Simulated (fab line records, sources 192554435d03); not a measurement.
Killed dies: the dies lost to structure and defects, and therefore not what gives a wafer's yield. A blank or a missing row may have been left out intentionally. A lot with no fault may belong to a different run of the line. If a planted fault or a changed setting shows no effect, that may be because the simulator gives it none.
fab line records    flow n5Finfet
record lots=9  wafers=27  lastDay=17
route steps=1938 shown HKMG_FIN@400 BEOL_M4@1111 PASSIVATION@1936
lots untouched by any fault: they come from a run of this same line in which no faults occurred
startH: the number of hours between the record's first day and the start of the first shown wafer of the lot    waitH: how many hours have passed since the lot's step before this one    " identical to the entry in the row above    L1.1+2: several wafers, shown together as one row    - no value, or no start given    * or withheld: withheld    < > ~ a bound
route shown NAME@n: a module of which the file shows steps, and the number in the route of the first    usual: mean and standard deviation over wafers with no fault    same: alike in all rows    chamber/n: place in a boat    sites: readings site by site    _std_site: their standard deviation    _edge_site: mean of outer sites minus mean of inner sites    radiusMm: how far each site lies from the wafer's centre    mask NAME#n: copy n    behind: tool/chamber where the wafer was last shaped    hold: what put the lot on hold/how long, in hours/how the hold closed    device: the n, p or np transistor that did not switch    end of line: the route-end tests of the same wafers    a step given without rows: its recipe and nothing more    killed: dies that structure and defects cost at the first sort, which is not the same as the wafer's yield    map: per-die view of a wafer (x killed, . not killed, _ where there is no die)
set.NAME: the setting that was run; set.NAME@STEP: the one run at that earlier step    model.NAME: the simulator's own value behind a step, which no gauge read
route steps across a sampled set of lots; one table per step, one row per wafer
services: from which hour (startH, from the record's first day; less than 0 if before it) a tool's chamber was out of use, for how many hours, and why
## steps
# step N5_HKMG_FIN_INSPECT_61
# recipe mode=adi  inspectInstrument=macro
# usual rawDefectCount=2.1/1.6
lot.wafer  tool              chamber  startH  waitH  rawDefectCount
L415.1     defectInspect-01  -        82.34   0.0    1
L415.2     "                 -        "       "      0
L415.5     "                 -        "       "      0
L417.4     defectInspect-01  -        95.18   0.0    1
L417.5     "                 -        "       "      2
L417.6     "                 -        "       "      3
L418.2     defectInspect-01  -        101.53  0.0    2
L418.3     "                 -        "       "      0
L418.6     "                 -        "       "      2
L419.1     defectInspect-01  -        107.99  0.0    3
L419.3     "                 -        "       "      2
L419.4     "                 -        "       "      4
L420.1     defectInspect-01  -        114.51  0.0    3
L420.2     "                 -        "       "      3
L420.6     "                 -        "       "      4
L426.2     defectInspect-02  -        150.58  0.0    2
L426.3     "                 -        "       "      1
L426.5     "                 -        "       "      1
L427.1     defectInspect-02  -        154.68  0.0    3
L427.4     "                 -        "       "      4
L427.5     "                 -        "       "      1
L433.1     defectInspect-02  -        191.11  0.0    1
L433.4     "                 -        "       "      0
L433.5     "                 -        "       "      1
L435.1     defectInspect-02  -        208.89  0.0    4
L435.2     "                 -        "       "      4
L435.4     "                 -        "       "      2
# step N5_HKMG_FIN_STRIP_93
# recipe chemistry=N2/H2  material=SOC  timeS=20  powerW=500  tempC=40  pressureMtorr=50  rfFrequencyHz=6e+07  biasPowerW=8  h2Frac=0.5  n2FlowSccm=300  h2FlowSccm=300
# usual chamberPressureMTorr=50.00/0.045  drypumpMotorCurrentA=5.5/0.38  oesProductAu=0.81/0.098  rfVppV=54.3/0.91  showerheadPlenumPTorr=3.39/0.1  throttleValvePct=19.0/0.45
lot.wafer  tool        chamber  startH  waitH  chamberPressureMTorr  drypumpMotorCurrentA  oesProductAu  rfHoursCounterH  rfVppV  showerheadPlenumPTorr  throttleValvePct
L415.1     rieDiel-04  2        83.10   0.2    50.08                 5.7                   0.93          13               55.7    3.44                   18.5
L415.2     "           0        "       "      50.03                 5.4                   0.89          28               55.3    3.58                   19.3
L415.5     "           0        "       "      50.04                 5.4                   0.89          -                53.7    3.58                   19.3
L417.4     rieDiel-04  0        95.94   0.2    50.03                 5.4                   0.88          32               54.4    3.57                   19.3
L417.5     "           0        "       "      50.01                 5.4                   0.88          -                54.6    3.57                   19.3
L417.6     "           3        "       "      50.01                 5.5                   1.00          -                54.7    3.43                   18.3
L418.2     rieDiel-03  0        102.29  0.2    50.09                 5.0                   0.94          14               53.1    3.30                   18.9
L418.3     "           3        "       "      49.94                 5.7                   0.69          232              55.0    3.46                   19.9
L418.6     "           1        "       "      50.06                 5.6                   0.70          -                53.3    3.33                   19.0
L419.1     rieDiel-06  3        109.04  0.2    49.99                 6.5                   0.73          183              53.8    3.48                   19.7
L419.3     "           2        "       "      49.87                 5.0                   0.84          66               54.0    3.27                   19.3
L419.4     "           0        "       "      50.02                 5.5                   0.74          168              54.1    3.35                   18.6
L420.1     rieDiel-03  3        115.64  0.4    50.01                 5.7                   0.68          238              53.4    3.46                   19.9
L420.2     "           1        "       "      50.05                 5.6                   0.70          213              51.6    3.32                   19.0
L420.6     "           3        "       "      50.01                 5.7                   0.69          -                53.9    3.46                   19.9
L426.2     rieDiel-03  0        151.34  0.2    50.05                 5.1                   0.89          28               53.8    3.29                   18.9
L426.3     "           2        "       "      50.00                 5.7                   0.91          15               54.7    3.57                   18.5
L426.5     "           0        "       "      50.01                 5.1                   0.89          -                53.4    3.29                   18.9
L427.1     rieDiel-06  2        155.44  0.2    50.06                 5.0                   0.82          83               55.1    3.26                   19.3
L427.4     "           1        "       "      49.96                 5.3                   0.77          125              54.9    3.25                   19.3
L427.5     "           3        "       "      50.07                 6.5                   0.71          -                54.7    3.47                   19.7
L433.1     rieDiel-06  1        191.87  0.2    49.99                 5.3                   0.76          138              54.5    3.24                   19.3
L433.4     "           3        "       "      50.04                 6.5                   0.70          212              55.1    3.46                   19.7
L433.5     "           2        "       "      50.00                 5.0                   0.81          -                54.5    3.26                   19.3
L435.1     rieDiel-04  2        209.65  0.2    50.01                 5.7                   0.85          58               54.5    3.42                   18.6
L435.2     "           0        "       "      49.98                 5.4                   0.81          74               54.6    3.55                   19.3
L435.4     "           3        "       "      50.03                 5.5                   0.89          46               55.9    3.41                   18.4
# step N5_HKMG_FIN_WET_ETCH_76
# recipe chemistry=dNH4OH  mix=1:50  tempC=25  target=Al2O3  stopOn=La2O3  targetDepthNm=2.25  dry=ipaMarangoni  rinseTimeS=30  rinseTempC=23
# usual bathHeatDutyPct=6.3/0.76  rinseTempC=22.99/0.11
lot.wafer  tool         chamber  startH  waitH  bathHeatDutyPct  rinseTempC
L415.1     wetBench-05  1        83.18   0.1    7.7              23.26
L415.2     "            0        "       "      5.7              23.16
L415.5     "            7        "       "      6.2              23.12
L417.4     wetBench-05  2        96.03   0.1    5.5              23.07
L417.5     "            4        "       "      6.8              22.89
L417.6     "            6        "       "      5.4              22.94
L418.2     wetBench-05  4        102.37  0.1    -                -
L418.3     "            6        "       "      -                -
L418.6     "            7        "       "      -                -
L419.1     wetBench-05  7        109.12  0.1    -                -
L419.3     "            4        "       "      -                -
L419.4     "            0        "       "      -                -
L420.1     wetBench-05  0        115.76  0.1    -                -
L420.2     "            4        "       "      -                -
L420.6     "            2        "       "      -                -
L426.2     wetBench-05  7        151.55  0.2    6.1              22.81
L426.3     "            5        "       "      5.9              22.99
L426.5     "            1        "       "      7.2              22.99
L427.1     wetBench-03  1        155.52  0.1    6.1              22.97
L427.4     "            2        "       "      6.8              23.00
L427.5     "            4        "       "      5.5              22.89
L433.1     wetBench-05  7        191.96  0.1    5.8              22.98
L433.4     "            3        "       "      7.3              22.98
L433.5     "            2        "       "      5.6              23.36
L435.1     wetBench-03  1        209.74  0.1    6.9              22.98
L435.2     "            2        "       "      6.3              22.94
L435.4     "            5        "       "      5.7              22.89
# step N5_HKMG_FIN_PWFM_ALD_03
# recipe material=TiN  targetThkA=20  tempC=400  aldPrecursorFamily=TiCl4  aldCoReactant=NH3  pulseTimeS=1  purgeTimeS=3  coReactantPurgeTimeS=2  coReactantPulseTimeS=2  aldCycles=91  pressureTorr=3
# usual heaterPowerW=860/120  precursorPulseHeightRel=1.000/0.02
lot.wafer  tool         chamber  startH  waitH  heaterPowerW  precursorPulseHeightRel
L415.1     aldMetal-01  0        84.82   0.0    668           1.016
L415.2     "            1        "       "      664           0.951
L415.5     "            2        "       "      846           1.017
L417.4     aldMetal-04  2        97.83   0.0    904           0.990
L417.5     "            0        "       "      988           1.010
L417.6     "            3        "       "      828           1.047
L418.2     aldMetal-04  0        104.05  0.0    1000          1.005
L418.3     "            2        "       "      891           0.992
L418.6     "            1        "       "      870           1.007
L419.1     aldMetal-01  3        110.85  0.0    976           0.991
L419.3     "            1        "       "      685           0.993
L419.4     "            2        "       "      823           1.022
L420.1     aldMetal-04  3        117.71  0.0    844           1.030
L420.2     "            0        "       "      991           1.015
L420.6     "            1        "       "      909           1.034
L426.2     aldMetal-03  3        153.26  0.0    764           0.973
L426.3     "            0        "       "      815           0.987
L426.5     "            0        "       "      806           1.014
L427.1     aldMetal-04  1        157.20  0.0    882           0.993
L427.4     "            3        "       "      839           0.991
L427.5     "            1        "       "      880           1.016
L433.1     aldMetal-04  2        193.86  0.0    906           1.009
L433.4     "            3        "       "      854           0.972
L433.5     "            3        "       "      852           1.019
L435.1     aldMetal-04  0        211.50  0.0    993           0.983
L435.2     "            2        "       "      888           1.000
L435.4     "            3        "       "      835           1.001
# step N5_BEOL_M4_RC_MEAS_101
# usual DIBL_N=36.4/1.4  DIBL_P=36.3/1.8  IOFF_N=0.163/0.024  IOFF_N_85C=3.2/0.4  IOFF_N_LIN=0.075/0.0093  IOFF_N_LONG=5.66e-05/2.1e-06  IOFF_P=0.21/0.034  ION_N=673/11  ION_P=461/7.4  SS_N=71.6/0.52  SS_P=73.3/0.58  VT_N=249.4/2.5  VT_N_LONG=274.6/2.1  VT_P=-250/3.5  VT_P_LVT=-98.3/2.7
lot.wafer  tool       chamber  startH  waitH  DIBL_N[mV/V]  DIBL_P[mV/V]  IOFF_N[nA/um]  IOFF_N_85C[nA/um]  IOFF_N_LIN[nA/um]  IOFF_N_LONG[nA/um]  IOFF_P[nA/um]  ION_N[uA/um]  ION_P[uA/um]  SS_N[mV/dec]  SS_P[mV/dec]  VT_N[mV]  VT_N_LONG[mV]  VT_P[mV]  VT_P_LVT[mV]
L415.1     prober-01  0        175.17  0.0    37.2          38.0          0.170          3.4                0.078              5.56e-05            0.25           663           456           71.9          73.8          245.9     272.3          -246      -97.3
L415.2     "          0        "       "      37.2          37.4          0.169          3.4                0.076              5.54e-05            0.24           668           462           71.2          73.4          249.0     273.8          -248      -97.1
L415.5     "          0        "       "      37.5          38.2          0.181          3.6                0.079              5.59e-05            0.24           666           459           71.9          73.8          246.9     273.5          -248      -96.7
L417.4     prober-02  0        192.36  0.5    34.6          33.8          0.118          2.4                0.056              5.88e-05            0.20           651           458           70.6          72.5          254.1     270.2          -248      -97.0
L417.5     "          0        "       "      36.9          36.4          0.154          2.9                0.070              5.91e-05            0.25           661           462           72.2          72.9          247.8     273.4          -247      -95.0
L417.6     "          0        "       "      37.7          38.1          0.176          3.3                0.081              5.91e-05            0.27           682           477           72.1          74.1          249.6     273.7          -243      -93.5
L419.1     prober-01  0        199.09  0.0    37.5          36.9          34.830         280.3              15.362             0.01035             0.25           975           470           72.3          73.5          98.1      124.3          -245      -246.5
L419.3     "          0        "       "      35.5          34.4          27.078         231.9              12.560             0.010487            0.20           951           464           71.2          72.7          100.0     125.0          -249      -246.7
L419.4     "          0        "       "      38.3          37.3          36.218         294.3              15.814             0.010176            0.27           965           467           71.6          73.2          97.9      125.0          -244      -246.5
L418.2     prober-01  0        201.78  0.2    37.6          38.4          40.700         323.7              17.964             0.010475            0.24           966           458           72.5          74.3          95.3      124.4          -249      -250.2
L418.3     "          0        "       "      39.0          39.6          43.328         342.7              18.670             0.01028             0.26           968           460           72.6          74.2          94.5      124.5          -252      -249.2
L418.6     "          0        "       "      37.6          38.6          39.924         313.4              17.618             0.010319            0.24           972           469           71.8          73.8          96.2      124.5          -249      -250.7
L420.1     prober-01  0        209.37  0.0    34.2          35.5          28.767         239.2              13.294             0.010225            0.18           932           448           71.5          73.3          100.5     123.9          -253      -252.3
L420.2     "          0        "       "      35.7          37.6          35.014         286.6              15.831             0.0098511           0.22           956           455           71.9          73.5          97.3      123.6          -252      -248.4
L420.6     "          0        "       "      34.1          35.9          29.163         243.2              13.458             0.0099982           0.19           939           455           71.8          73.8          100.5     123.5          -254      -250.7
L426.2     prober-01  0        255.33  0.2    35.8          37.2          0.162          3.2                0.077              5.98e-05            0.23           688           474           70.9          72.8          247.3     272.0          -246      -95.0
L426.3     "          0        "       "      35.5          36.3          0.154          3.1                0.072              5.92e-05            0.21           684           465           71.5          72.7          248.5     272.3          -248      -96.8
L426.5     "          0        "       "      37.7          37.8          0.188          3.6                0.086              5.95e-05            0.27           680           469           71.4          73.5          244.9     276.8          -244      -92.9
L427.1     prober-01  0        257.91  0.0    35.4          36.1          0.172          3.3                0.080              5.75e-05            0.22           688           466           72.0          73.5          246.6     271.5          -246      -96.5
L427.4     "          0        "       "      35.2          35.5          0.160          3.1                0.073              5.81e-05            0.21           664           464           70.9          73.1          251.5     275.2          -246      -98.2
L427.5     "          0        "       "      37.6          38.1          0.204          3.9                0.088              5.8e-05             0.25           683           463           71.9          74.3          245.7     274.9          -245      -97.0
L433.1     prober-01  0        286.41  0.0    39.8          39.1          0.201          3.8                0.084              5.39e-05            0.26           667           458           71.8          74.0          250.8     275.5          -245      -98.3
L433.4     "          0        "       "      38.6          37.8          0.186          3.5                0.083              5.47e-05            0.25           684           467           71.5          73.6          249.1     274.0          -245      -97.8
L433.5     "          0        "       "      38.2          37.4          0.171          3.3                0.077              5.34e-05            0.23           666           463           71.7          73.3          248.9     276.9          -247      -98.1
L435.1     prober-02  0        300.13  0.0    35.3          31.4          0.130          2.6                0.062              5.44e-05            0.15           674           453           71.3          72.9          250.6     276.7          -258      -102.9
L435.2     "          0        "       "      34.5          30.9          0.117          2.4                0.057              5.46e-05            0.14           669           450           70.8          72.6          251.5     275.2          -257      -103.5
L435.4     "          0        "       "      35.9          32.4          0.137          2.8                0.061              5.42e-05            0.16           660           446           70.6          72.0          250.8     275.9          -255      -102.8
# step N5_PASSIVATION_PROBE_49
# usual defectLimitedYield=91.4/1.6  killed_at_M0_to_M3=34/12  killed_at_M4_up=13/5.2  killedAtContacts=11/5.5  killedAtFrontEnd=40/13  killedAtOther=3.4/2.7  killedDies=102/19  killedOpen=66/15  killedShort=33/7.9  sort_bin_4_leakage=0/0  sort_bin_5_function=5.1/1.1  sort_bin_6_memory=3.2/0.7  sortNPass=1078/19  sortYieldPct=91.4/1.6
# same grossDies=1180  killedAtBackSide=0  sort_bin_8_speed[%]=0
lot.wafer  tool       chamber  startH  waitH  defectLimitedYield[%]  killed_at_M0_to_M3  killed_at_M4_up  killedAtContacts  killedAtFrontEnd  killedAtOther  killedDies  killedOpen  killedShort  sort_bin_4_leakage[%]  sort_bin_5_function[%]  sort_bin_6_memory[%]  sortNPass  sortYieldPct[%]
L417.4     prober-01  -        298.06  0.2    93.8                   11                  22               4                 31                5              73          42          28           0                      4.4                     1.6                   1107       93.8
L417.5     prober-01  -        298.11  0.2    94.4                   16                  15               3                 29                3              66          41          22           0                      3.2                     2.4                   1114       94.4
L417.6     prober-01  -        298.16  0.3    94.0                   24                  17               11                17                2              71          48          20           0                      2.9                     3.1                   1109       94.0
L418.2     prober-01  -        302.38  0.1    92.8                   22                  8                4                 44                7              85          45          40           92.80                  4.3                     2.8                   0          0
L418.3     prober-01  -        302.43  0.1    91.0                   49                  9                8                 39                1              106         79          27           91.02                  6.0                     2.8                   0          0
L418.6     prober-01  -        302.58  0.3    93.6                   29                  15               6                 23                2              75          40          34           93.64                  3.4                     2.8                   0          0
L419.1     prober-01  -        310.78  0.0    89.1                   46                  14               17                48                4              129         88          40           89.07                  6.5                     4.0                   0          0
L419.3     prober-01  -        310.88  0.1    91.6                   36                  16               12                33                2              99          66          32           91.61                  4.2                     3.7                   0          0
L419.4     prober-01  -        310.93  0.2    88.7                   46                  19               7                 61                0              133         84          49           88.73                  6.8                     3.9                   0          0
L420.1     prober-01  -        319.94  0.0    90.3                   53                  21               10                28                3              115         71          40           90.25                  5.0                     4.5                   0          0
L420.2     prober-01  -        319.99  0.1    90.6                   43                  17               9                 40                2              111         75          36           90.59                  5.5                     3.6                   0          0
L420.6     prober-01  -        320.19  0.3    91.5                   40                  9                10                40                1              100         62          35           91.53                  5.4                     2.8                   0          0
L426.2     prober-01  -        370.00  0.2    91.3                   39                  8                6                 47                3              103         66          37           0                      5.0                     3.3                   1077       91.3
L426.3     prober-01  -        370.05  0.3    92.8                   40                  14               8                 18                5              85          57          27           0                      4.2                     2.8                   1095       92.8
L426.5     prober-01  -        370.15  0.4    91.6                   31                  13               9                 44                2              99          57          42           0                      4.6                     3.4                   1081       91.6
L427.1     prober-02  -        370.04  0.0    90.1                   36                  17               10                53                1              117         74          43           0                      5.8                     3.6                   1063       90.1
L427.4     prober-02  -        370.19  0.2    90.1                   47                  24               8                 30                8              117         82          35           0                      5.8                     3.9                   1063       90.1
L427.5     prober-02  -        370.24  0.2    88.7                   58                  8                11                45                11             133         80          52           0                      7.2                     3.7                   1047       88.7
L433.1     prober-01  -        400.61  0.0    90.0                   31                  14               12                61                0              118         81          37           0                      5.2                     4.5                   1062       90.0
L433.4     prober-01  -        400.76  0.2    90.4                   48                  9                8                 45                3              113         75          38           0                      5.9                     3.3                   1067       90.4
L433.5     prober-01  -        400.81  0.2    91.6                   43                  16               12                26                2              99          66          30           0                      4.8                     3.3                   1081       91.6
L435.1     prober-01  -        417.66  0.0    90.0                   36                  8                14                52                8              118         82          35           0                      5.1                     4.0                   1062       90.0
L435.2     prober-01  -        417.71  0.1    91.0                   25                  16               13                45                7              106         70          35           0                      4.7                     4.2                   1074       91.0
L435.4     prober-01  -        417.81  0.2    91.8                   34                  7                7                 47                2              97          59          38           0                      4.6                     3.3                   1083       91.8
# killed by level:class
L417.4 STI_FIN_REVEAL:geometricParticle:open=9 BEOL_M4:geometricParticle:open=8 GATE_CUT:geometricParticle:short=5 STI_FIN_REVEAL:geometricParticle:short=4 STARTING-WAFER:geometricParticle:short=4 GATE_CUT:geometricParticle:open=3 MOL_CONTACT_COAG:geometricParticle:open=3 BEOL_M0_SAQP:geometricParticle:short=3
L417.5 FIN_SAQP:geometricParticle:short=6 DUMMY_GATE:geometricParticle:open=6 BEOL_M1:geometricParticle:open=6 STI_FIN_REVEAL:geometricParticle:open=4 BEOL_M2:geometricParticle:open=4 BEOL_M4:geometricParticle:open=4 BEOL_M4:geometricParticle:short=4 GATE_CUT:geometricParticle:short=3
L417.6 MOL_CONTACT_COAG:geometricParticle:open=9 BEOL_M2:geometricParticle:open=6 BEOL_M0_SAQP:geometricParticle:open=5 BEOL_M2:geometricParticle:short=5 BEOL_M4:geometricParticle:open=5 BEOL_M0_SAQP:geometricParticle:short=4 BEOL_M1:geometricParticle:open=4 STARTING-WAFER:geometricParticle:open=3
L418.2 FIN_SAQP:geometricParticle:short=9 BEOL_M0_SAQP:geometricParticle:short=9 STI_FIN_REVEAL:geometricParticle:open=8 FIN_SAQP:geometricParticle:open=5 BEOL_M0_SAQP:geometricParticle:open=5 GATE_CUT:geometricParticle:short=4 MOL_CONTACT_COAG:geometricParticle:open=4 BEOL_M2:geometricParticle:open=4
L418.3 FIN_SAQP:geometricParticle:open=18 BEOL_M0_SAQP:geometricParticle:open=18 BEOL_M0_SAQP:geometricParticle:short=12 FIN_SAQP:geometricParticle:short=7 MOL_CONTACT_COAG:geometricParticle:open=7 BEOL_M3:geometricParticle:open=6 BEOL_M1:geometricParticle:open=5 BEOL_M2:geometricParticle:open=5
L418.6 BEOL_M0_SAQP:geometricParticle:short=11 BEOL_M0_SAQP:geometricParticle:open=8 BEOL_M4:geometricParticle:open=6 FIN_SAQP:geometricParticle:short=4 STI_FIN_REVEAL:geometricParticle:open=4 GATE_CUT:geometricParticle:short=4 MOL_CONTACT_COAG:geometricParticle:open=4 FIN_SAQP:geometricParticle:open=3
L419.1 MOL_CONTACT_COAG:geometricParticle:open=16 FIN_SAQP:geometricParticle:open=15 BEOL_M0_SAQP:geometricParticle:short=11 STI_FIN_REVEAL:geometricParticle:open=9 BEOL_M0_SAQP:geometricParticle:open=9 BEOL_M4:geometricParticle:open=9 BEOL_M3:geometricParticle:open=8 FIN_SAQP:geometricParticle:short=7
L419.3 MOL_CONTACT_COAG:geometricParticle:open=9 BEOL_M0_SAQP:geometricParticle:short=9 BEOL_M0_SAQP:geometricParticle:open=7 BEOL_M4:geometricParticle:open=7 FIN_SAQP:geometricParticle:short=6 BEOL_M2:geometricParticle:open=6 FIN_SAQP:geometricParticle:open=5 STI_FIN_REVEAL:geometricParticle:open=5
L419.4 STI_FIN_REVEAL:geometricParticle:open=21 BEOL_M2:geometricParticle:open=13 BEOL_M0_SAQP:geometricParticle:open=10 BEOL_M4:geometricParticle:open=10 FIN_SAQP:geometricParticle:short=8 BEOL_M0_SAQP:geometricParticle:short=7 FIN_SAQP:geometricParticle:open=6 BEOL_M0:geometricParticle:short=6
L420.1 BEOL_M0_SAQP:geometricParticle:open=20 BEOL_M0_SAQP:geometricParticle:short=15 GATE_CUT:geometricParticle:short=8 MOL_CONTACT_COAG:geometricParticle:open=7 BEOL_M1:geometricParticle:open=6 BEOL_M2:geometricParticle:open=6 BEOL_M4:geometricParticle:open=5 GATE_CUT:geometricParticle:open=4
L420.2 STI_FIN_REVEAL:geometricParticle:open=11 GATE_CUT:geometricParticle:short=10 MOL_CONTACT_COAG:geometricParticle:open=9 BEOL_M1:geometricParticle:open=9 BEOL_M0_SAQP:geometricParticle:open=8 BEOL_M2:geometricParticle:open=7 BEOL_M0_SAQP:geometricParticle:short=6 BEOL_M4:geometricParticle:open=5
L420.6 BEOL_M1:geometricParticle:open=11 STI_FIN_REVEAL:geometricParticle:open=10 BEOL_M0_SAQP:geometricParticle:short=10 MOL_CONTACT_COAG:geometricParticle:open=9 BEOL_M0_SAQP:geometricParticle:open=8 DUMMY_GATE:geometricParticle:open=7 GATE_CUT:geometricParticle:short=5 FIN_SAQP:geometricParticle:open=4
L426.2 STI_FIN_REVEAL:geometricParticle:open=11 BEOL_M1:geometricParticle:open=10 FIN_SAQP:geometricParticle:short=8 BEOL_M0_SAQP:geometricParticle:open=7 FIN_SAQP:geometricParticle:open=6 BEOL_M1:geometricParticle:short=5 BEOL_M3:geometricParticle:short=5 BEOL_M4:geometricParticle:open=5
L427.1 FIN_SAQP:geometricParticle:open=16 MOL_CONTACT_COAG:geometricParticle:open=10 FIN_SAQP:geometricParticle:short=9 BEOL_M2:geometricParticle:open=9 GATE_CUT:geometricParticle:short=7 BEOL_M4:geometricParticle:open=7 GATE_CUT:geometricParticle:open=5 BEOL_M0_SAQP:geometricParticle:short=5
L426.3 BEOL_M1:geometricParticle:open=16 BEOL_M0_SAQP:geometricParticle:short=7 MOL_CONTACT_COAG:geometricParticle:open=7 BEOL_M4:geometricParticle:open=7 BEOL_M1:geometricParticle:short=6 FIN_SAQP:geometricParticle:open=5 FIN_SAQP:geometricParticle:short=5 BEOL_M3:geometricParticle:open=4
L426.5 FIN_SAQP:geometricParticle:open=11 BEOL_M0_SAQP:geometricParticle:short=8 FIN_SAQP:geometricParticle:short=7 MOL_CONTACT_COAG:geometricParticle:open=7 BEOL_M1:geometricParticle:open=6 STARTING-WAFER:geometricParticle:short=5 ILD0:geometricParticle:short=4 DUMMY_GATE:geometricParticle:short=4
L427.4 BEOL_M4:geometricParticle:open=14 BEOL_M0_SAQP:geometricParticle:open=12 BEOL_M2:geometricParticle:open=11 BEOL_M3:geometricParticle:open=10 STI_FIN_REVEAL:geometricParticle:open=7 FIN_SAQP:geometricParticle:short=6 FIN_SAQP:geometricParticle:open=6 MOL_CONTACT_COAG:geometricParticle:open=6
L427.5 BEOL_M0_SAQP:geometricParticle:short=19 FIN_SAQP:geometricParticle:short=12 BEOL_M2:geometricParticle:open=11 STI_FIN_REVEAL:geometricParticle:open=10 MOL_CONTACT_COAG:geometricParticle:open=10 BEOL_M3:geometricParticle:open=10 FIN_SAQP:geometricParticle:open=6 BEOL_M0_SAQP:geometricParticle:open=6
L433.1 FIN_SAQP:geometricParticle:open=17 FIN_SAQP:geometricParticle:short=10 BEOL_M1:geometricParticle:open=10 STI_FIN_REVEAL:geometricParticle:open=9 MOL_CONTACT_COAG:geometricParticle:open=7 STI_FIN_REVEAL:geometricParticle:short=6 DUMMY_GATE:geometricParticle:open=6 BEOL_M2:geometricParticle:open=6
L433.4 FIN_SAQP:geometricParticle:open=13 BEOL_M2:geometricParticle:open=9 BEOL_M3:geometricParticle:open=9 FIN_SAQP:geometricParticle:short=8 MOL_CONTACT_COAG:geometricParticle:open=8 BEOL_M1:geometricParticle:open=8 GATE_CUT:geometricParticle:short=7 BEOL_M0_SAQP:geometricParticle:short=6
L433.5 BEOL_M1:geometricParticle:open=15 MOL_CONTACT_COAG:geometricParticle:open=11 BEOL_M2:geometricParticle:open=10 STI_FIN_REVEAL:geometricParticle:open=6 FIN_SAQP:geometricParticle:short=5 BEOL_M0_SAQP:geometricParticle:short=4 BEOL_M2:geometricParticle:short=4 STI_FIN_REVEAL:geometricParticle:short=3
L435.1 MOL_CONTACT_COAG:geometricParticle:open=11 FIN_SAQP:geometricParticle:short=9 BEOL_M1:geometricParticle:open=9 BEOL_M2:geometricParticle:open=9 FIN_SAQP:geometricParticle:open=8 STI_FIN_REVEAL:geometricParticle:open=8 BEOL_M3:geometricParticle:open=8 DUMMY_GATE:geometricParticle:open=6
L435.2 FIN_SAQP:geometricParticle:short=10 MOL_CONTACT_COAG:geometricParticle:open=10 STI_FIN_REVEAL:geometricParticle:open=7 DUMMY_GATE:geometricParticle:open=7 BEOL_M3:geometricParticle:open=7 BEOL_M1:geometricParticle:open=6 FIN_SAQP:geometricParticle:open=4 BEOL_M0_SAQP:geometricParticle:short=4
L435.4 FIN_SAQP:geometricParticle:short=12 BEOL_M2:geometricParticle:open=10 FIN_SAQP:geometricParticle:open=8 STI_FIN_REVEAL:geometricParticle:open=8 BEOL_M0_SAQP:geometricParticle:short=7 BEOL_M1:geometricParticle:open=7 BEOL_M3:geometricParticle:open=5 MOL_CONTACT_COAG:geometricParticle:open=4
## services
tool         chamber  startH  hours  kind
aldMetal-03  3        65.19   24.9   repair
rieDiel-04   3        66.26   -      clean
rieDiel-04   3        66.26   -      consumableReplace:focusRing
rieDiel-04   3        66.26   13.0   scheduledDown
rieDiel-04   3        66.26   13.0   ventCycle
rieDiel-03   2        69.94   -      clean
rieDiel-03   2        69.94   -      consumableReplace:focusRing
rieDiel-03   2        69.94   -      consumableReplace:showerhead
rieDiel-03   2        69.94   13.2   scheduledDown
rieDiel-03   2        69.94   13.2   ventCycle
aldMetal-04  -        95.82   0.9    repair
rieDiel-03   0        111.09  14.0   repair
aldMetal-04  -        125.40  1.4    repair
wetBench-05  -        126.76  1.9    pm
rieDiel-03   3        148.21  -      clean
rieDiel-03   3        148.21  -      consumableReplace:focusRing
rieDiel-03   3        148.21  29.4   scheduledDown
rieDiel-03   3        148.21  29.4   ventCycle
rieDiel-04   1        149.34  -      clean
rieDiel-04   1        149.34  -      consumableReplace:focusRing
rieDiel-04   1        149.34  18.4   scheduledDown
rieDiel-04   1        149.34  18.4   ventCycle
aldMetal-04  -        164.62  28.1   pm
aldMetal-01  -        181.28  2.8    pm
## key
firstSign step=N5_HKMG_FIN_WET_ETCH_76  reading=toolRecord  direction=missing
effect step=N5_BEOL_M4_RC_MEAS_101  reading=IOFF_N_LONG  direction=up  sigmas=99+  usual=5.66e-05  struck=0.01024
effect step=N5_BEOL_M4_RC_MEAS_101  reading=IOFF_N_LIN  direction=up  sigmas=99+  usual=0.075  struck=15.619
effect step=N5_BEOL_M4_RC_MEAS_101  reading=IOFF_N  direction=up  sigmas=99+  usual=0.163  struck=35.002
effect step=N5_BEOL_M4_RC_MEAS_101  reading=IOFF_N_85C  direction=up  sigmas=99+  usual=3.2  struck=283.9
effect step=N5_BEOL_M4_RC_MEAS_101  reading=VT_N_LONG  direction=down  sigmas=71  usual=274.6  struck=124.3
effect step=N5_BEOL_M4_RC_MEAS_101  reading=VT_N  direction=down  sigmas=60  usual=249.4  struck=97.8
effect step=N5_BEOL_M4_RC_MEAS_101  reading=VT_P_LVT  direction=down  sigmas=55  usual=-98.3  struck=-249.0
effect step=N5_BEOL_M4_RC_MEAS_101  reading=ION_N  direction=up  sigmas=25  usual=673  struck=958
effect step=N5_PASSIVATION_PROBE_49  reading=sort_bin_4_leakage  direction=up  sigmas=99+  usual=0  struck=91.03
metAt N5_HKMG_FIN_WET_ETCH_76
struckLots L418,L419,L420
notActingAt N5_HKMG_FIN_INSPECT_61,N5_HKMG_FIN_STRIP_93,N5_HKMG_FIN_PWFM_ALD_03
onsetBetween 96.03 102.37
fault kind=skippedStepWhole  tool=wetBench-05  chamber=-  onsetH=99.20  steps=N5_HKMG_FIN_WET_ETCH_76  scope=struckLotsOnly
